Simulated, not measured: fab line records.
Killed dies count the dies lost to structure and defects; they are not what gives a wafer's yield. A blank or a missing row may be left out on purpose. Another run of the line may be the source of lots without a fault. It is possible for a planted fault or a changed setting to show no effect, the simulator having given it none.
Which tool is to blame? ; flow n5 finfet ; 12 lots, 36 wafers sampled, at 5 steps of a route of 1938

== WHAT THE GAUGES SHOWED, per wafer ==
N5_BEOL_M1_OVL_MEAS_29.
lot;measured;on;V0_OVL (nm)
L075;day 6 05:22;overlay-01;-1.0 -0.4 -0.7
L077;day 6 20:05;overlay-01;0.5 0.8 0.1
L079;day 7 10:52;overlay-02;-0.9 -1.0 0.1
L081;day 7 20:23;overlay-01;0.0 -0.1 0.6
L083;day 8 13:28;overlay-02;0.5 0.1 0.5
L085;day 9 00:36;overlay-02;-0.7 -2.3 -0.7
L087;day 9 08:12;overlay-02;0.1 -0.4 -0.1
L089;day 9 18:50;overlay-01;0.3 -0.8 0.7
L091;day 10 07:16;overlay-01;0.8 0.5 0.1
L093;day 10 17:55;overlay-02;-0.1 0.0 -0.5
L095;day 11 11:05;overlay-01;0.2 -0.4 0.2
L097;day 11 23:54;overlay-01;-0.2 0.4 0.6

== TOOL THAT RAN EACH LOT (tool first, then ch and the chambers of the sampled wafers, then the start) ==
lot;N5_BEOL_M0_STRIP_142;N5_BEOL_M0_ANNEAL_133;N5_BEOL_M0_CO_CAP_123;N5_BEOL_M1_ETCH_64
L075;rie diel-03 ch 1,3, day 5 22:56;pvd sputter-03, day 6 00:42;cvd co-02 ch 0,2, day 6 01:55;rie diel-01 ch 1,2,3, day 6 04:26
L077;rie diel-06 ch 1,2, day 6 13:02;pvd sputter-01, day 6 17:02;cvd co-02 ch 1,2, day 6 18:09;rie diel-05 ch 0,2, day 6 19:17
L079;rie diel-06 ch 0,2, day 7 04:32;pvd sputter-01, day 7 06:13;cvd co-02 ch 0,2, day 7 07:58;rie diel-01 ch 0,1,3, day 7 09:56
L081;rie diel-06 ch 0,1,2, day 7 12:18;pvd sputter-01, day 7 15:05;cvd co-02 ch 0,1, day 7 16:11;rie diel-02 ch 0,3, day 7 19:26
L083;rie diel-04 ch 0,2,3, day 8 04:16;pvd sputter-02, day 8 07:22;cvd co-02 ch 0,2, day 8 08:29;rie diel-01 ch 1,2,3, day 8 12:40
L085;rie diel-03 ch 0,2,3, day 8 18:32;pvd sputter-01, day 8 20:14;cvd co-02 ch 0,2, day 8 21:45;rie diel-05 ch 0,1,3, day 8 23:40
L087;rie diel-03 ch 2,3, day 9 02:55;pvd sputter-03, day 9 05:00;cvd co-01 ch 0,1,2, day 9 06:02;rie diel-05 ch 1,2,3, day 9 07:30
L089;rie diel-06 ch 1,3, day 9 13:28;pvd sputter-01, day 9 15:15;cvd co-02 ch 0,1,2, day 9 16:17;rie diel-02 ch 0,2, day 9 18:00
L091;rie diel-03 ch 0,3, day 9 23:11;pvd sputter-03, day 10 02:50;cvd co-02 ch 1,2, day 10 03:55;rie diel-02 ch 0,2,3, day 10 06:19
L093;rie diel-03 ch 2,3, day 10 12:16;pvd sputter-01, day 10 14:53;cvd co-02 ch 0,2, day 10 15:58;rie diel-05 ch 0,2,3, day 10 17:01
L095;rie diel-06 ch 0,3, day 11 05:35;pvd sputter-01, day 11 07:12;cvd co-01 ch 0,2, day 11 08:20;rie diel-05 ch 0,1,2, day 11 10:01
L097;rie diel-04 ch 2,3, day 11 17:32;pvd sputter-03, day 11 20:16;cvd co-01 ch 0,1,2, day 11 21:17;rie diel-02 ch 1,2,3, day 11 22:57
- N5_BEOL_M0_STRIP_142: strips in N2/H2, time 10 s.
- N5_BEOL_M0_ANNEAL_133: time 60 s.
- N5_BEOL_M0_CO_CAP_123: material Co, precursor CCTBA/H2, target thk 2 nm, time 102.1 s.
- N5_BEOL_M1_ETCH_64: etches SOC in N2/H2, target depth 75 nm, overetch 15 nm, time 112.5 s.

== THE ANSWER, worked out from the rows above alone ==
Rule: the usual values come from the lots themselves. The widest of any qualifying gaps counts: lots, ordered by their means at a reading, are off when they make up no more than a third of the lots, leave a main group of 4 or more, and stand apart from it by 3 or more times the standard deviation of that group's means. A main group is skipped when, at the precision printed for the reading in the tables above, its means are all equal. Also off: a lot with no number at a reading for which 4 or more lots have one. All remaining lots with rows at the step are treated as sound.
None of the lots is off at any reading shown; this tells nothing.

== WHAT THE SIMULATOR HAD PUT IN ==
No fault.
